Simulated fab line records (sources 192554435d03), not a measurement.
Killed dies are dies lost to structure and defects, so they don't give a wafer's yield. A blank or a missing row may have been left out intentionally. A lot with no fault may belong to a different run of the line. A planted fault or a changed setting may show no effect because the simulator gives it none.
fab line records ; flow n5-finfet
record: lots: 7; wafers: 21
route steps=1938 shown BEOL_M10@1500 BEOL_M11@1575 BEOL_M13@1680
start-h: start of the lot's first displayed wafer, in hours after the record's first day ; wait-h: how many hours have passed since the lot's step before this one ; " unchanged from the row above ; L1.1+2: one row covering several wafers at once ; - no value, or no start given ; * or withheld: withheld ; < > ~ a bound
route shown NAME@n: names a module that has steps shown in the file, with the first one's number in the route ; usual: the fault-free wafers' mean and standard deviation ; same: alike in all rows ; chamber/n: place in a boat ; sites: the reading at each site ; _std_site: the values' standard deviation ; _edge_site: the outer-site mean with the inner-site mean subtracted ; radius-mm: how far each site lies from the wafer's centre ; mask NAME#n: copy n ; behind: the last tool/chamber to shape the wafer ; hold: why the lot went on hold/how many hours it stayed there/how the hold came to an end ; device: the transistor (n, p or np) that didn't switch ; end of line: tests of these same wafers at the route's end ; for a step that has no rows: nothing shown but its recipe ; killed: the dies lost at the first sort to structure and to defects; this is not the yield of the wafer ; map: a wafer's dies, x killed, . not, _ none there
set.NAME: setting as actually run; set.NAME@STEP: the setting as run at that earlier step ; model.NAME: the simulator's own value behind a step, which no gauge read
one table per step and one row per wafer, for lots whose settings were changed on purpose
== steps ==
step: N5_BEOL_M10_PEB_26
recipe: peb-temp-c: withheld; peb-time-s: 60; resist: CAR-ArF
lot.wafer;tool;chamber;start-h;wait-h;set.peb-time-s
L075.1;litho-track-01;0;238.97;0.1;54.85
L075.2+3;litho-track-01;0;238.97;0.1;60
L076.2+3;litho-track-01;0;255.85;0.1;60
L076.6;litho-track-01;0;255.85;0.1;72.6
L077.1+5;litho-track-05;0;256.28;0.1;69.75
L077.6;litho-track-05;0;256.28;0.1;60
L081.4+5;litho-track-02;0;267.78;0.0;60
L081.6;litho-track-02;0;267.78;0.0;53.33
L080.1+3+6;litho-track-05;0;282.87;0.1;60
L084.1+5;litho-track-01;0;286.73;0.1;69.11
L084.6;litho-track-01;0;286.73;0.1;60
L092.2+3;litho-track-01;0;340.22;0.1;46.63
L092.4;litho-track-01;0;340.22;0.1;60
step: N5_BEOL_M10_DEVELOP_27
recipe: develop-time-s: 30; developer: TMAH; resist: CAR-ArF; rinse-liquid: diw; dry: air-spin; dev-temp-c: 23
step: N5_BEOL_M10_CD_MEAS_28
recipe: target-cd-nm: 70; landing-energy-ev: 500; detector: se-inlens; polarity: opening
usual: cd-nm: 70.2/0.85
lot.wafer;tool;chamber;start-h;wait-h;set.peb-time-s@BEOL_M10_PEB_26;cd-nm
L075.1;cd-sem-02;0;239.03;-;54.85;65.8
L075.2;cd-sem-02;0;239.03;-;60;68.8
L075.3;cd-sem-02;0;239.03;-;60;69.8
L076.2;cd-sem-01;0;255.92;-;60;68.0
L076.3;cd-sem-01;0;255.92;-;60;69.6
L076.6;cd-sem-01;0;255.92;-;72.6;77.7
L077.1;cd-sem-03;0;256.35;-;69.75;77.1
L077.5;cd-sem-03;0;256.35;-;69.75;77.3
L077.6;cd-sem-03;0;256.35;-;60;70.4
L081.4;cd-sem-02;0;267.85;-;60;70.0
L081.5;cd-sem-02;0;267.85;-;60;70.7
L081.6;cd-sem-02;0;267.85;-;53.33;65.2
L080.1;cd-sem-02;0;282.94;-;60;71.3
L080.3;cd-sem-02;0;282.94;-;60;71.1
L080.6;cd-sem-02;0;282.94;-;60;70.6
L084.1;cd-sem-03;0;286.80;-;69.11;76.8
L084.5;cd-sem-03;0;286.80;-;69.11;77.8
L084.6;cd-sem-03;0;286.80;-;60;71.0
L092.2;cd-sem-03;0;340.29;-;46.63;58.2
L092.3;cd-sem-03;0;340.29;-;46.63;58.2
L092.4;cd-sem-03;0;340.29;-;60;69.4
step: N5_BEOL_M10_DESCUM_33
recipe: chemistry: O2; time-s: 7.9; source-power-w: 50; bias-power-w: 20; pressure-mtorr: 20; rf-frequency-hz: 2.712e+07; temp-c: 40; resist: CAR-ArF; o2-flow-sccm: 225
step: N5_BEOL_M10_ETCH_65
recipe: chemistry: CF4; target: SiARC; target-depth-a: 390; mask-material: CAR-ArF; time-s: 65; ion-energy-ev: 80; pressure-mtorr: 40; source-w: 545; bias-w: 36; Ar_flow_sccm: 100; cf4-flow-sccm: 100; ends: cleared
step: N5_BEOL_M10_ETCH_66
recipe: chemistry: N2/H2; target: SOC; target-depth-a: 1200; overetch-a: 240; mask-material: SiARC; temp-c: 40; time-s: 180; ion-energy-ev: 200; pressure-mtorr: 30; source-w: 840; bias-w: 150; n2-flow-sccm: 200; h2-flow-sccm: 200
lot.wafer;tool;chamber;start-h;wait-h;set.spin-rpm@BEOL_M10_COAT_63;model.etch.depth-nm
L075.1+3;rie-diel-02;0,2;239.21;0.0;1500;100.1
L075.2;rie-diel-02;3;239.21;0.0;1401;103.5
L076.2;rie-diel-05;0;256.41;0.0;1500;100.1
L076.3+6;rie-diel-05;1,3;256.41;0.0;1385;104.1
L077.1;rie-diel-01;3;256.66;0.0;1428;102.2
L077.5;rie-diel-01;3;256.66;0.0;1500;99.55
L077.6;rie-diel-01;0;256.66;0.0;1500;99.74
L081.4;rie-diel-02;2;268.11;0.0;1500;99.19
L081.5;rie-diel-02;2;268.11;0.0;1500;99.34
L081.6;rie-diel-02;1;268.11;0.0;1500;99.23
L080.1;rie-diel-05;2;283.34;0.0;1500;99.65
L080.3;rie-diel-05;3;283.34;0.0;1500;99.88
L080.6;rie-diel-05;1;283.34;0.0;1500;99.75
L084.1;rie-diel-05;3;287.02;0.0;1500;100.2
L084.5;rie-diel-05;1;287.02;0.0;1334;106
L084.6;rie-diel-05;2;287.02;0.0;1334;105.8
L092.2;rie-diel-05;1;340.48;0.0;1639;95.18
L092.3;rie-diel-05;0;340.48;0.0;1639;95.49
L092.4;rie-diel-05;2;340.48;0.0;1500;99.89
step: N5_BEOL_M10_VIA_ETCH_34
recipe: chemistry: C4F6/O2; target: SiCOH_lowk; target-depth-a: 1845; mask-material: SOC; taper-deg: 4; time-s: 69.2; ion-energy-ev: 250; pressure-mtorr: 30; source-w: 345; bias-w: 185; Ar_flow_sccm: 300; C4F6_flow_sccm: 10; O2_flow_sccm: 10
lot.wafer;tool;chamber;start-h;wait-h;set.time-s;set.spin-rpm@BEOL_M10_COAT_63;model.etch.depth-nm;model.SOC_of_BEOL_M10_COAT_63.thk-nm
L075.1;rie-diel-02;0;239.33;0.0;64.94;1500;174.9;92.4
L075.2;rie-diel-02;3;239.33;0.0;69.2;1401;188.4;95.2
L075.3;rie-diel-02;2;239.33;0.0;64.94;1500;176.5;92.4
L076.2;rie-diel-05;0;256.53;0.0;73.77;1500;200.1;91.2
L076.3;rie-diel-05;1;256.53;0.0;69.2;1385;180.7;96.4
L076.6;rie-diel-05;3;256.53;0.0;73.77;1385;198.2;95.4
L077.1;rie-diel-01;3;256.79;0.0;69.2;1428;185.1;94.4
L077.5;rie-diel-01;3;256.79;0.0;76.74;1500;205.4;90.8
L077.6;rie-diel-01;0;256.79;0.0;76.74;1500;198.1;91.2
L081.4;rie-diel-02;2;268.23;0.0;69.2;1500;182.9;91.2
L081.5;rie-diel-02;2;268.23;0.0;69.2;1500;186;91.2
L081.6;rie-diel-02;1;268.23;0.0;69.2;1500;185.9;91.2
L080.1;rie-diel-05;2;283.46;0.0;69.2;1500;180.5;91.8
L080.3;rie-diel-05;3;283.46;0.0;69.2;1500;185.7;91.8
L080.6;rie-diel-05;1;283.46;0.0;69.2;1500;183;91.8
L084.1;rie-diel-05;3;287.14;0.0;69.2;1500;184.8;92
L084.5;rie-diel-05;1;287.14;0.0;61.34;1334;161;99
L084.6;rie-diel-05;2;287.14;0.0;61.34;1334;159;98.8
L092.2;rie-diel-05;1;340.60;0.0;69.2;1639;185.2;87.2
L092.3;rie-diel-05;0;340.60;0.0;80.83;1639;218;86
L092.4;rie-diel-05;2;340.60;0.0;69.2;1500;177.6;92.2
step: N5_BEOL_M10_TRENCH_ETCH_37
recipe: chemistry: C4F6/O2; target-depth-a: 1488.3; target: SiCOH_lowk; time-s: 48; ion-energy-ev: 250; pressure-mtorr: 30; source-w: 345; bias-w: 185; Ar_flow_sccm: 300; C4F6_flow_sccm: 10; O2_flow_sccm: 10
lot.wafer;tool;chamber;start-h;wait-h;set.time-s;model.BEOL_M10.feature-depth-nm;model.etch.depth-nm;model.TiN_of_BEOL_M10_HM_DEP_02.thk-nm
L075.1;rie-diel-02;0;-;-;48;148.6;148.6;15.4
L075.2;rie-diel-02;3;-;-;48;151.4;151.4;15.2
L075.3;rie-diel-02;2;-;-;48;149.6;149.5;15.6
L076.2;rie-diel-05;0;-;-;48;151;150.9;16.6
L076.3;rie-diel-05;1;-;-;58.36;178.2;178.2;15.4
L076.6;rie-diel-05;3;-;-;48;149.6;149.6;16.2
L077.1;rie-diel-01;3;-;-;48;150.2;150.2;16
L077.5;rie-diel-01;3;-;-;48;148.8;148.8;16.4
L077.6;rie-diel-01;0;-;-;48;143.8;143.8;16.4
L081.4;rie-diel-02;2;-;-;48;149.2;149.3;16
L081.5;rie-diel-02;2;-;-;44.23;138.4;138.4;16
L081.6;rie-diel-02;1;-;-;44.23;137.4;137.4;16.2
L080.1;rie-diel-05;2;-;-;48;145.4;145.4;15.8
L080.3;rie-diel-05;3;-;-;48;151;151;15.8
L080.6;rie-diel-05;1;-;-;48;148.4;148.5;15.8
L084.1;rie-diel-05;3;-;-;57.46;178.6;178.6;15
L084.5;rie-diel-05;1;-;-;57.46;174.6;174.5;14.8
L084.6;rie-diel-05;2;-;-;48;144;144;15.8
L092.2;rie-diel-05;1;-;-;42.71;134;134;16.2
L092.3;rie-diel-05;0;-;-;48;150.8;150.8;16
L092.4;rie-diel-05;2;-;-;48;144;143.9;16
step: N5_BEOL_M10_ETCH_41
recipe: chemistry: CH3F/O2; target: SiCN; target-depth-a: 426; taper-deg: 2; time-s: 86; ion-energy-ev: 120; mask-material: TiN; pressure-mtorr: 30; source-w: 395; bias-w: 75; Ar_flow_sccm: 150; CH3F_flow_sccm: 30; O2_flow_sccm: 20
step: N5_BEOL_M10_STRIP_77
recipe: chemistry: N2/H2; time-s: 10; power-w: 450; temp-c: 40; pressure-mtorr: 20; rf-frequency-hz: 6e+07; bias-power-w: 7; n2-flow-sccm: 200; h2-flow-sccm: 200
step: N5_BEOL_M10_ECD_50
recipe: material: Cu; target-thk-a: 3180
step: N5_BEOL_M10_ANNEAL_51
recipe: temp-c: 225; time-s: 90; ambient: N2
step: N5_BEOL_M10_CMP_52
recipe: stop-on: SiCOH_lowk; t-overpolish-s: 7; down-force-psi: 1; platen-rpm: 50; clearing-platen-down-force-psi: 1.5; clearing-platen-rpm: 50; post-cmp-clean: cu-alkaline; target-thk-nm: 140; clearing-platen-pad-velocity-m-s: 0.99484; pad-velocity-m-s: 0.99484
lot.wafer;tool;chamber;start-h;wait-h;set.time-s@BEOL_M10_TRENCH_ETCH_37;model.Cu_of_BEOL_M10_ECD_50.thk-nm
L075.3;cmp-02;3;244.08;0.2;48;140
L075.2;cmp-02;1;244.08;0.2;48;140.8
L075.1;cmp-02;2;244.08;0.2;48;138
L076.2;cmp-01;3;260.73;0.2;48;143.8
L076.3;cmp-01;0;260.73;0.2;58.36;171
L076.6;cmp-01;0;260.73;0.2;48;141.6
L077.1;cmp-02;2;261.80;0.4;48;140.8
L077.6;cmp-02;3;261.80;0.4;48;135
L077.5;cmp-02;0;261.80;0.4;48;140
L081.4;cmp-04;2;271.51;0.1;48;142.2
L081.6;cmp-04;2;271.51;0.1;44.23;128.8
L081.5;cmp-04;3;271.51;0.1;44.23;131.2
L080.3;cmp-02;3;285.97;0.2;48;141.6
L080.1;cmp-02;0;285.97;0.2;48;138
L080.6;cmp-02;0;285.97;0.2;48;139.8
L084.1;cmp-04;2;289.96;0.3;57.46;170.2
L084.5;cmp-04;0;289.96;0.3;57.46;166
L084.6;cmp-04;1;289.96;0.3;48;138
L092.3;cmp-01;2;343.58;0.2;48;139.6
L092.4;cmp-01;3;343.58;0.2;48;134.6
L092.2;cmp-01;0;343.58;0.2;42.71;125.6
step: N5_BEOL_M11_VIA_ETCH_34
recipe: chemistry: C4F6/O2; target: SiCOH_lowk; target-depth-a: 1845; mask-material: SOC; taper-deg: 4; time-s: 69.2; ion-energy-ev: 250; pressure-mtorr: 30; source-w: 345; bias-w: 185; Ar_flow_sccm: 300; C4F6_flow_sccm: 10; O2_flow_sccm: 10
usual: rf-vpp-V: 666/8.8
lot.wafer;tool;chamber;start-h;wait-h;set.source-w;rf-vpp-V
L075.1;rie-diel-04;2;249.86;0.0;382;636
L075.2;rie-diel-04;3;249.86;0.0;345;664
L075.3;rie-diel-04;0;249.86;0.0;382;648
L076.2;rie-diel-03;0;266.37;0.0;345;674
L076.3;rie-diel-03;2;266.37;0.0;403.1;613
L076.6;rie-diel-03;3;266.37;0.0;345;669
L077.1;rie-diel-04;1;266.95;0.0;345;664
L077.5;rie-diel-04;1;266.95;0.0;387.7;625
L077.6;rie-diel-04;0;266.95;0.0;345;682
L081.4;rie-diel-04;2;277.24;0.0;403.1;619
L081.5;rie-diel-04;3;277.24;0.0;345;661
L081.6;rie-diel-04;0;277.24;0.0;345;683
L080.1;rie-diel-03;1;289.67;0.0;345;657
L080.3;rie-diel-03;3;289.67;0.0;345;669
L080.6;rie-diel-03;2;289.67;0.0;345;663
L084.1;rie-diel-03;3;295.16;0.0;345;670
L084.5;rie-diel-03;2;295.16;0.0;366.5;643
L084.6;rie-diel-03;3;295.16;0.0;345;670
L092.2;rie-diel-04;2;348.99;0.0;391;631
L092.3;rie-diel-04;3;348.99;0.0;345;663
L092.4;rie-diel-04;1;348.99;0.0;391;622
step: N5_BEOL_M11_TRENCH_ETCH_37
recipe: chemistry: C4F6/O2; target-depth-a: 1488.3; target: SiCOH_lowk; time-s: 48; ion-energy-ev: 250; pressure-mtorr: 30; source-w: 345; bias-w: 185; Ar_flow_sccm: 300; C4F6_flow_sccm: 10; O2_flow_sccm: 10
lot.wafer;tool;chamber;start-h;wait-h;set.time-s;model.BEOL_M11.feature-depth-nm;model.etch.depth-nm
L075.1;rie-diel-04;2;-;-;48;150.4;150.4
L075.2;rie-diel-04;3;-;-;48;146.2;146.2
L075.3;rie-diel-04;0;-;-;48;144.8;144.9
L076.2;rie-diel-03;0;-;-;48;152;152
L076.3;rie-diel-03;2;-;-;48;153.2;153.2
L076.6;rie-diel-03;3;-;-;48;144;143.9
L077.1;rie-diel-04;1;-;-;48;143.4;143.5
L077.5;rie-diel-04;1;-;-;48;143.8;143.9
L077.6;rie-diel-04;0;-;-;56.44;171;171
L081.4;rie-diel-04;2;-;-;44.69;143.6;143.6
L081.5;rie-diel-04;3;-;-;48;147.2;147.3
L081.6;rie-diel-04;0;-;-;48;145;145.1
L080.1;rie-diel-03;1;-;-;48;142.8;142.8
L080.3;rie-diel-03;3;-;-;48;145.4;145.4
L080.6;rie-diel-03;2;-;-;48;152;152
L084.1;rie-diel-03;3;-;-;48;146.8;146.8
L084.5;rie-diel-03;2;-;-;48;152.6;152.5
L084.6;rie-diel-03;3;-;-;48;145.8;145.9
L092.2;rie-diel-04;2;-;-;56.48;179.4;179.4
L092.3;rie-diel-04;3;-;-;48;146.6;146.6
L092.4;rie-diel-04;1;-;-;56.48;170.8;170.7
step: N5_BEOL_M11_ETCH_41
recipe: chemistry: CH3F/O2; target: SiCN; target-depth-a: 426; taper-deg: 2; time-s: 86; ion-energy-ev: 120; mask-material: TiN; pressure-mtorr: 30; source-w: 395; bias-w: 75; Ar_flow_sccm: 150; CH3F_flow_sccm: 30; O2_flow_sccm: 20
step: N5_BEOL_M11_STRIP_77
recipe: chemistry: N2/H2; time-s: 10; power-w: 450; temp-c: 40; pressure-mtorr: 20; rf-frequency-hz: 6e+07; bias-power-w: 7; n2-flow-sccm: 200; h2-flow-sccm: 200
step: N5_BEOL_M11_OCD_MEAS_38
usual: trench-depth-nm: 147/3.9
lot.wafer;tool;chamber;start-h;wait-h;set.time-s@BEOL_M11_TRENCH_ETCH_37;trench-depth-nm
L075.1;ocd-02;-;250.14;-;48;151
L075.2;ocd-02;-;250.14;-;48;146
L075.3;ocd-02;-;250.14;-;48;145
L076.2;ocd-02;-;266.66;-;48;152
L076.3;ocd-02;-;266.66;-;48;153
L076.6;ocd-02;-;266.66;-;48;144
L077.1;ocd-02;-;267.23;-;48;143
L077.5;ocd-02;-;267.23;-;48;144
L077.6;ocd-02;-;267.23;-;56.44;171
L081.4;ocd-01;-;277.52;-;44.69;143
L081.5;ocd-01;-;277.52;-;48;147
L081.6;ocd-01;-;277.52;-;48;145
L080.1;ocd-01;-;289.96;-;48;143
L080.3;ocd-01;-;289.96;-;48;146
L080.6;ocd-01;-;289.96;-;48;152
L084.1;ocd-02;-;295.45;-;48;147
L084.5;ocd-02;-;295.45;-;48;153
L084.6;ocd-02;-;295.45;-;48;146
L092.2;ocd-02;-;349.28;-;56.48;180
L092.3;ocd-02;-;349.28;-;48;146
L092.4;ocd-02;-;349.28;-;56.48;170
step: N5_BEOL_M11_HM_STRIP_39
recipe: chemistry: peroxide-tin-strip; material: TiN; target-depth-a: 250; temp-c: 50; time-s: 158
step: N5_BEOL_M11_SRD_40
recipe: time-s: 30; temp-c: 23; rinse-liquid: diw; dry: ipa-marangoni
step: N5_BEOL_M11_ECD_50
recipe: material: Cu; target-thk-a: 3180
step: N5_BEOL_M11_ANNEAL_51
recipe: temp-c: 225; time-s: 90; ambient: N2
step: N5_BEOL_M11_CMP_52
recipe: stop-on: SiCOH_lowk; t-overpolish-s: 7; down-force-psi: 1; platen-rpm: 50; clearing-platen-down-force-psi: 1.5; clearing-platen-rpm: 50; post-cmp-clean: cu-alkaline; target-thk-nm: 140; clearing-platen-pad-velocity-m-s: 0.99484; pad-velocity-m-s: 0.99484
lot.wafer;tool;chamber;start-h;wait-h;set.time-s@BEOL_M11_TRENCH_ETCH_37;model.Cu_of_BEOL_M11_ECD_50.thk-nm
L075.3;cmp-01;0;252.81;0.2;48;136.6
L075.1;cmp-01;1;252.81;0.2;48;141.4
L075.2;cmp-01;2;252.81;0.2;48;136.2
L076.3;cmp-01;1;269.58;0.2;48;145
L076.2;cmp-01;3;269.58;0.2;48;144
L076.6;cmp-01;0;269.58;0.2;48;134.4
L077.1+5;cmp-01;2;269.82;0.3;48;134
L077.6;cmp-01;3;269.82;0.3;56.44;164
L081.4;cmp-03;1;281.21;0.1;44.69;135
L081.5;cmp-03;1;281.21;0.1;48;139.6
L081.6;cmp-03;2;281.21;0.1;48;137.8
L080.3;cmp-03;3;294.12;0.2;48;136.6
L080.1;cmp-03;1;294.12;0.2;48;133.4
L080.6;cmp-03;3;294.12;0.2;48;142.4
L084.1;cmp-03;0;298.18;0.3;48;140.2
L084.6;cmp-03;0;298.18;0.3;48;136.8
L084.5;cmp-03;1;298.18;0.3;48;143.4
L092.4;cmp-01;2;351.69;0.2;56.48;160.8
L092.3;cmp-01;3;351.69;0.2;48;138.6
L092.2;cmp-01;0;351.69;0.2;56.48;172.2
step: N5_BEOL_M11_THK_MEAS_53
recipe: thk-meas-gauge: xrf; reads: Cu_of_BEOL_M11_ECD_50
usual: M11_THK: 140/4.2
lot.wafer;tool;chamber;start-h;wait-h;set.time-s@BEOL_M11_TRENCH_ETCH_37;M11_THK[nm]
L075.1;film-metro-01;-;253.06;-;48;143
L075.2;film-metro-01;-;253.06;-;48;138
L075.3;film-metro-01;-;253.06;-;48;138
L076.2;film-metro-02;-;269.83;-;48;144
L076.3;film-metro-02;-;269.83;-;48;147
L076.6;film-metro-02;-;269.83;-;48;135
L077.1;film-metro-02;-;270.11;-;48;136
L077.5;film-metro-02;-;270.11;-;48;136
L077.6;film-metro-02;-;270.11;-;56.44;167
L081.4;film-metro-01;-;281.50;-;44.69;136
L081.5;film-metro-01;-;281.50;-;48;141
L081.6;film-metro-01;-;281.50;-;48;140
L080.1;film-metro-02;-;294.38;-;48;135
L080.3;film-metro-02;-;294.38;-;48;139
L080.6;film-metro-02;-;294.38;-;48;145
L084.1;film-metro-02;-;298.48;-;48;143
L084.5;film-metro-02;-;298.48;-;48;146
L084.6;film-metro-02;-;298.48;-;48;139
L092.2;film-metro-01;-;351.98;-;56.48;173
L092.3;film-metro-01;-;351.98;-;48;139
L092.4;film-metro-01;-;351.98;-;56.48;161
step: N5_BEOL_M11_PRE_CLEAN_55
recipe: gas: NH3; time-s: 15; temp-c: withheld; rf-power-w: 300
step: N5_BEOL_M11_DEP_56
recipe: material: SiCN; target-thk-a: 300; temp-c: withheld; precursor: 3MS/NH3; pressure-torr: 3; rf-w: 675; time-s: 10.5
step: N5_BEOL_M11_RS_MEAS_57
recipe: thk-meas-gauge: four-point-probe; reads: Cu_of_BEOL_M11_ECD_50+Co_of_BEOL_M11_CVD_75+TaN_of_BEOL_M11_ALD_74
usual: M11_RS: 0.153/0.0048
lot.wafer;tool;chamber;start-h;wait-h;set.time-s@BEOL_M11_TRENCH_ETCH_37;M11_RS[ohm/sq]
L075.1;film-metro-01;-;253.22;0.1;48;0.149
L075.2;film-metro-01;-;253.22;0.1;48;0.155
L075.3;film-metro-01;-;253.22;0.1;48;0.154
L076.2;film-metro-02;-;269.96;0.0;48;0.146
L076.3;film-metro-02;-;269.96;0.0;48;0.145
L076.6;film-metro-02;-;269.96;0.0;48;0.158
L077.1;film-metro-01;-;270.24;0.0;48;0.158
L077.5;film-metro-01;-;270.24;0.0;48;0.158
L077.6;film-metro-01;-;270.24;0.0;56.44;0.127
L081.4;film-metro-01;-;281.63;0.0;44.69;0.157
L081.5;film-metro-01;-;281.63;0.0;48;0.151
L081.6;film-metro-01;-;281.63;0.0;48;0.153
L080.1;film-metro-01;-;294.50;0.0;48;0.159
L080.3;film-metro-01;-;294.50;0.0;48;0.155
L080.6;film-metro-01;-;294.50;0.0;48;0.148
L084.1;film-metro-02;-;298.60;0.0;48;0.151
L084.5;film-metro-02;-;298.60;0.0;48;0.147
L084.6;film-metro-02;-;298.60;0.0;48;0.155
L092.2;film-metro-01;-;352.11;0.0;56.48;0.120
L092.3;film-metro-01;-;352.11;0.0;48;0.152
L092.4;film-metro-01;-;352.11;0.0;56.48;0.130
step: N5_BEOL_M13_COAT_65
recipe: resist: SOC; temp-c: 250; time-s: 60; spin-rpm: 1500; resist-thk-nm: 350
lot.wafer;tool;chamber;start-h;wait-h;set.spin-rpm;model.SOC_of_BEOL_M13_COAT_65.thk-nm
L075.1;litho-track-03;0;263.36;0.0;1500;352
L075.2;litho-track-03;0;263.36;0.0;1500;351.6
L075.3;litho-track-03;0;263.36;0.0;1500;351.8
L076.2;litho-track-02;0;280.19;0.0;1500;349.8
L076.3;litho-track-02;0;280.19;0.0;1404;362
L076.6;litho-track-02;0;280.19;0.0;1404;362.4
L077.1;litho-track-01;0;280.43;0.0;1545;346.2
L077.5;litho-track-01;0;280.43;0.0;1545;346
L077.6;litho-track-01;0;280.43;0.0;1545;347.2
L081.4;litho-track-01;0;287.84;0.0;1387;365.8
L081.5;litho-track-01;0;287.84;0.0;1387;364.8
L081.6;litho-track-01;0;287.84;0.0;1500;351.6
L080.1;litho-track-02;0;306.45;0.0;1500;349.4
L080.3;litho-track-02;0;306.45;0.0;1500;349
L080.6;litho-track-02;0;306.45;0.0;1500;350.2
L084.1+6;litho-track-01;0;307.69;0.0;1334;372
L084.5;litho-track-01;0;307.69;0.0;1500;351.8
L092.2;litho-track-02;0;358.09;0.0;1344;369.2
L092.3;litho-track-02;0;358.09;0.0;1500;348.8
L092.4;litho-track-02;0;358.09;0.0;1500;349.2
== key ==
split: step: N5_BEOL_M10_PEB_26; setting: peb-time-s; stated: 60; by: wafer
response: step: N5_BEOL_M10_CD_MEAS_28; reading: cd-nm; change: +0.446; per: 1%; r: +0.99
split: step: N5_BEOL_M10_VIA_ETCH_34; setting: time-s; stated: 69.2; by: wafer
response: step: N5_BEOL_M10_VIA_ETCH_34; reading: model.etch.depth-nm; change: +2.09; per: 1%; r: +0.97
split: step: N5_BEOL_M10_TRENCH_ETCH_37; setting: time-s; stated: 48; by: wafer
response: step: N5_BEOL_M10_TRENCH_ETCH_37; reading: model.BEOL_M10.feature-depth-nm; change: +1.43; per: 1%; r: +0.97
response: step: N5_BEOL_M10_TRENCH_ETCH_37; reading: model.etch.depth-nm; change: +1.43; per: 1%; r: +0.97
response: step: N5_BEOL_M10_TRENCH_ETCH_37; reading: model.TiN_of_BEOL_M10_HM_DEP_02.thk-nm; change: -0.0408; per: 1%; r: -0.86
response: step: N5_BEOL_M10_CMP_52; reading: model.Cu_of_BEOL_M10_ECD_50.thk-nm; change: +1.38; per: 1%; r: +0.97
split: step: N5_BEOL_M11_VIA_ETCH_34; setting: source-w; stated: 345; by: wafer
response: step: N5_BEOL_M11_VIA_ETCH_34; reading: rf-vpp-V; change: -3.18; per: 1%; r: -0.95
split: step: N5_BEOL_M11_TRENCH_ETCH_37; setting: time-s; stated: 48; by: wafer
response: step: N5_BEOL_M11_TRENCH_ETCH_37; reading: model.BEOL_M11.feature-depth-nm; change: +1.5; per: 1%; r: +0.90
response: step: N5_BEOL_M11_TRENCH_ETCH_37; reading: model.etch.depth-nm; change: +1.49; per: 1%; r: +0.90
response: step: N5_BEOL_M11_OCD_MEAS_38; reading: trench-depth-nm; change: +1.51; per: 1%; r: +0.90
response: step: N5_BEOL_M11_CMP_52; reading: model.Cu_of_BEOL_M11_ECD_50.thk-nm; change: +1.56; per: 1%; r: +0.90
response: step: N5_BEOL_M11_THK_MEAS_53; reading: M11_THK; change: +1.57; per: 1%; r: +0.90
response: step: N5_BEOL_M11_RS_MEAS_57; reading: M11_RS; change: -0.00159; per: 1%; r: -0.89
split: step: N5_BEOL_M13_COAT_65; setting: spin-rpm; stated: 1500; by: wafer
response: step: N5_BEOL_M13_COAT_65; reading: model.SOC_of_BEOL_M13_COAT_65.thk-nm; change: -1.88; per: 1%; r: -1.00
split outside-this-file step=N5_BEOL_M10_COAT_63 setting=spin-rpm
split outside-this-file: this setting was split too, and the file shows its column; the key of that split is in another file
